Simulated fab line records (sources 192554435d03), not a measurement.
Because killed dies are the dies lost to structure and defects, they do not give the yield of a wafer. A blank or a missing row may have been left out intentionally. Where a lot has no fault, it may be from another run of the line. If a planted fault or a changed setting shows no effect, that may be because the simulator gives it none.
The tool behind it: which one? -- flow n5-finfet -- 69 wafers from 23 lots sampled at 4 of the route's 1938 steps

## WHAT THE GAUGES SHOWED, per wafer
N5_BEOL_M10_CD_MEAS_11 targets a cd of 64.1 nm. Usual: cd-nm at 64.0 nm, with a standard deviation of 0.63.
lot,measured,on,cd-nm (nm),flag
L074,day 10 19:01,cd-sem-02,63.4 63.4 62.6,
L075,day 10 22:01,cd-sem-01,63.7 64.2 64.8,
L076,day 11 13:32,cd-sem-02,64.2 64.3 64.2,
L077,day 11 13:43,cd-sem-03,64.2 63.8 63.4,
L078,day 11 17:18,cd-sem-01,63.8 64.0 64.1,
L082,day 12 13:38,cd-sem-03,63.8 63.5 64.3,
L080,day 12 17:00,cd-sem-01,63.4 64.6 63.8,
L079,day 12 17:19,cd-sem-03,64.5 64.7 65.2,
L084,day 12 20:19,cd-sem-02,63.8 63.1 64.7,
L083,day 13 05:31,cd-sem-03,63.4 62.9 64.0,
L086,day 13 08:25,cd-sem-03,62.6 62.8 62.3,
L085,day 13 13:18,cd-sem-01,63.7 64.0 63.8,
L090,day 13 22:03,cd-sem-02,64.4 63.5 64.3,
L087,day 14 04:47,cd-sem-03,64.4 64.6 63.6,
L088,day 14 08:35,cd-sem-02,64.9 64.5 64.1,
L089,day 14 13:46,cd-sem-03,64.8 64.1 64.2,
L092,day 15 01:59,cd-sem-03,64.0 64.2 64.5,
L091,day 15 02:01,cd-sem-01,64.0 64.2 64.6,
L093,day 15 04:43,cd-sem-02,63.4 63.7 64.4,
L094,day 15 17:25,cd-sem-01,63.5 64.2 64.6,
L095,day 16 06:25,cd-sem-02,63.4 64.3 64.8,
L097,day 16 08:29,cd-sem-02,63.4 63.8 63.4,
L096,day 16 09:10,cd-sem-02,63.5 64.1 63.0,

N5_BEOL_M11_CD_MEAS_18: pitch 140 nm, target cd 70 nm. Usual: cd-nm at 69.8 nm, with a standard deviation of 0.81.
lot,measured,on,cd-nm (nm),flag
L074,day 11 06:19,cd-sem-02,68.5 69.2 68.1,
L075,day 11 06:35,cd-sem-02,69.0 68.9 69.5,
L076,day 12 01:00,cd-sem-01,69.9 71.3 71.4,
L077,day 12 00:52,cd-sem-03,69.7 68.6 69.3,
L078,day 12 01:01,cd-sem-02,70.3 71.3 70.5,
L082,day 12 21:14,cd-sem-01,69.0 69.0 70.5,
L080,day 13 00:55,cd-sem-03,68.8 69.6 69.2,
L079,day 13 00:38,cd-sem-02,70.1 69.6 70.2,
L084,day 13 06:34,cd-sem-01,69.8 71.0 69.7,
L083,day 13 13:32,cd-sem-02,69.8 68.9 70.8,
L086,day 13 17:33,cd-sem-03,69.5 69.6 69.1,
L085,day 13 22:29,cd-sem-01,70.6 68.8 69.0,
L090,day 14 06:19,cd-sem-03,70.2 69.7 70.9,
L087,day 14 14:06,cd-sem-03,69.8 68.6 69.2,
L088,day 14 20:24,cd-sem-02,70.2 69.5 70.3,
L089,day 14 23:58,cd-sem-02,70.9 69.8 70.5,
L092,day 15 11:35,cd-sem-02,69.8 71.0 70.6,
L091,day 15 14:49,cd-sem-03,70.2 70.7 70.2,
L093,day 15 14:58,cd-sem-01,70.2 70.2 69.7,
L094,day 16 02:32,cd-sem-02,68.2 68.6 68.5,
L095,day 16 15:47,cd-sem-03,69.8 70.4 70.1,
L097,day 16 18:34,cd-sem-01,71.1 69.6 70.8,
L096,day 16 18:58,cd-sem-03,68.6 69.5 68.7,

## EACH LOT AND THE TOOL THAT RAN IT (in order: tool; ch and the chambers of the sampled wafers; start)
lot,N5_BEOL_M11_ETCH_61,N5_BEOL_M11_STRIP_19
L074,"rie-diel-03 ch 1,2,3, day 11 05:54","rie-diel-03 ch 0,1,3, day 11 06:15"
L075,"rie-diel-04 ch 0,1,3, day 11 06:09","rie-diel-03 ch 1,2, day 11 06:31"
L076,"rie-diel-03 ch 0,1,2, day 12 00:35","rie-diel-06 ch 0,1,2, day 12 00:56"
L077,"rie-diel-04 ch 0,2,3, day 12 00:20","rie-diel-03 ch 2,3, day 12 00:48"
L078,"rie-diel-04 ch 0,1,2, day 12 00:35","rie-diel-03 ch 0,1,2, day 12 00:56"
L082,"rie-diel-03 ch 0,1,3, day 12 20:49","rie-diel-04 ch 2,3, day 12 21:10"
L080,"rie-diel-03 ch 0,2,3, day 13 00:30","rie-diel-04 ch 0,2,3, day 13 00:50"
L079,"rie-diel-04 ch 0,1,3, day 13 00:13","rie-diel-04 ch 0,2,3, day 13 00:34"
L084,"rie-diel-03 ch 0,2,3, day 13 06:09","rie-diel-03 ch 1,2, day 13 06:30"
L083,"rie-diel-06 ch 0,1,2, day 13 13:08","rie-diel-03 ch 0,1,3, day 13 13:28"
L086,"rie-diel-04 ch 0,1,3, day 13 17:08","rie-diel-03 ch 0,3, day 13 17:29"
L085,"rie-diel-06 ch 0,3, day 13 22:04","rie-diel-06 ch 0,2,3, day 13 22:25"
L090,"rie-diel-04 ch 1,2, day 14 05:53","rie-diel-03 ch 0,2, day 14 06:14"
L087,"rie-diel-04 ch 1,3, day 14 13:41","rie-diel-04 ch 0,1, day 14 14:02"
L088,"rie-diel-04 ch 2,3, day 14 19:55","rie-diel-04 ch 0,2,3, day 14 20:20"
L089,"rie-diel-06 ch 1,2,3, day 14 23:33","rie-diel-03 ch 1,2,3, day 14 23:54"
L092,"rie-diel-06 ch 0,1,2, day 15 11:11","rie-diel-03 ch 0,1,3, day 15 11:31"
L091,"rie-diel-04 ch 0,3, day 15 14:17","rie-diel-06 ch 0,1,2, day 15 14:44"
L093,"rie-diel-04 ch 0,2,3, day 15 14:32","rie-diel-03 ch 0,1, day 15 14:53"
L094,"rie-diel-03 ch 2,3, day 16 01:58","rie-diel-03 ch 0,2,3, day 16 02:28"
L095,"rie-diel-04 ch 1,2, day 16 15:17","rie-diel-06 ch 0,2, day 16 15:43"
L097,"rie-diel-06 ch 0,1,2, day 16 18:08","rie-diel-03 ch 0,2,3, day 16 18:30"
L096,"rie-diel-03 ch 0,1,3, day 16 18:17","rie-diel-06 ch 1,2, day 16 18:53"
- N5_BEOL_M11_ETCH_61: etches SiARC in CF4, target depth 39 nm, time 65 s.
- N5_BEOL_M11_STRIP_19: strips in O2.

## AS READ BY THE TOOLS THEMSELVES (means over the sampled wafers that have a number; for cases with no such wafer, the mark the record gives instead)
N5_BEOL_M11_ETCH_61. Usual: drypump-motor-current-A 5.9 A, standard deviation 0.42; etch-rf-on-time-s 65.9 s, standard deviation 2.2; oes-product-au 0.67 a.u., standard deviation 0.085; rf-vpp-V 184.3 V, standard deviation 0.91; showerhead-plenum-p-Torr 2.16 Torr, standard deviation 0.05; throttle-valve-pct 15.63 %, standard deviation 0.28.
lot,tool,drypump-motor-current-A (A),etch-rf-on-time-s (s),oes-product-au (a.u.),rf-vpp-V (V),showerhead-plenum-p-Torr (Torr),throttle-valve-pct (%),flag
L074,rie-diel-03,5.9,66.2,0.68,184.3,2.16,15.48,
L075,rie-diel-04,5.9,67.6,0.64,185.1,2.19,15.61,
L076,rie-diel-03,5.9,65.5,0.69,184.5,2.16,15.62,
L077,rie-diel-04,6.0,64.7,0.71,184.4,2.18,15.55,
L078,rie-diel-04,6.3,66.4,0.71,185.6,2.19,15.46,
L082,rie-diel-03,6.1,67.6,0.70,184.2,2.19,15.51,
L080,rie-diel-03,6.1,65.1,0.74,184.0,2.15,15.39,
L079,rie-diel-04,5.9,66.1,0.64,184.6,2.19,15.63,
L084,rie-diel-03,6.1,64.1,0.75,184.3,2.15,15.38,
L083,rie-diel-06,5.4,65.8,0.62,184.6,2.11,15.82,
L086,rie-diel-04,5.9,67.1,0.63,184.6,2.19,15.64,
L085,rie-diel-06,5.8,66.8,0.58,183.2,2.05,16.04,
L090,rie-diel-04,6.4,65.1,0.73,183.8,2.19,15.55,
L087,rie-diel-04,5.6,67.3,0.60,185.9,2.20,15.89,
L088,rie-diel-04,5.7,65.7,0.66,184.7,2.18,15.83,
L089,rie-diel-06,5.6,66.8,0.61,183.5,2.07,15.79,
L092,rie-diel-06,5.4,65.9,0.61,184.3,2.10,15.84,
L091,rie-diel-04,5.6,66.0,0.63,184.7,2.18,15.77,
L093,rie-diel-04,5.9,65.1,0.69,184.3,2.17,15.60,
L094,rie-diel-03,5.9,65.4,0.68,183.0,2.11,15.43,
L095,rie-diel-04,6.4,64.9,0.70,183.8,2.18,15.58,
L097,rie-diel-06,5.4,65.9,0.60,183.3,2.10,15.86,
L096,rie-diel-03,6.1,66.7,0.75,184.9,2.18,15.40,

N5_BEOL_M11_STRIP_19. Usual: drypump-motor-current-A 5.9 A, standard deviation 0.38; oes-product-au 0.80 a.u., standard deviation 0.1; rf-vpp-V 3.6 V, standard deviation 0.58; showerhead-plenum-p-Torr 2.11 Torr, standard deviation 0.052; throttle-valve-pct 16.68 %, standard deviation 0.25.
lot,tool,drypump-motor-current-A (A),oes-product-au (a.u.),rf-vpp-V (V),showerhead-plenum-p-Torr (Torr),throttle-valve-pct (%),flag
L074,rie-diel-03,6.1,0.87,3.3,2.15,16.58,
L075,rie-diel-03,5.7,0.75,3.8,2.08,16.64,
L076,rie-diel-06,5.4,0.73,3.4,2.07,16.87,
L077,rie-diel-03,5.9,0.84,3.4,2.07,16.48,
L078,rie-diel-03,5.9,0.82,3.3,2.11,16.68,
L082,rie-diel-04,5.7,0.80,3.7,2.15,16.89,
L080,rie-diel-04,6.0,0.84,3.3,2.14,16.64,
L079,rie-diel-04,5.9,0.83,3.8,2.14,16.63,
L084,rie-diel-03,5.7,0.71,3.3,2.11,16.74,
L083,rie-diel-03,6.1,0.83,3.5,2.15,16.60,
L086,rie-diel-03,6.2,0.93,2.9,2.15,16.58,
L085,rie-diel-06,5.6,0.70,3.7,2.02,16.95,
L090,rie-diel-03,5.9,0.83,3.5,2.08,16.64,
L087,rie-diel-04,6.3,0.75,3.2,2.15,16.59,
L088,rie-diel-04,6.0,0.81,3.7,2.14,16.66,
L089,rie-diel-03,5.9,0.77,3.9,2.11,16.58,
L092,rie-diel-03,6.1,0.80,3.0,2.14,16.64,
L091,rie-diel-06,5.4,0.71,4.1,2.06,16.92,
L093,rie-diel-03,5.9,0.75,3.7,2.14,16.80,
L094,rie-diel-03,6.1,0.84,3.8,2.10,16.56,
L095,rie-diel-06,5.4,0.68,3.9,2.04,17.04,
L097,rie-diel-03,6.1,0.83,3.7,2.10,16.57,
L096,rie-diel-06,5.4,0.73,3.1,2.04,16.77,

## THE ANSWER, worked out from the rows above alone
Rule: a lot counts as off when the mean over its wafers that have a number is more than 3 standard deviations away from the usual mean. A lot without any number at a reading at which 4 lots or more have one is off too. Any other lot the step has rows for is counted as sound. After the gauges, taken in route order, come the tools' own readings; for these a lot's mean is taken, as printed above. The first step at which some lot is off is used, and at that step the reading that is off furthest; a lot without a number counts as furthest.
No lot is off on any of the readings shown, so nothing can be concluded from this.

## WHAT THE SIMULATOR HAD INSERTED
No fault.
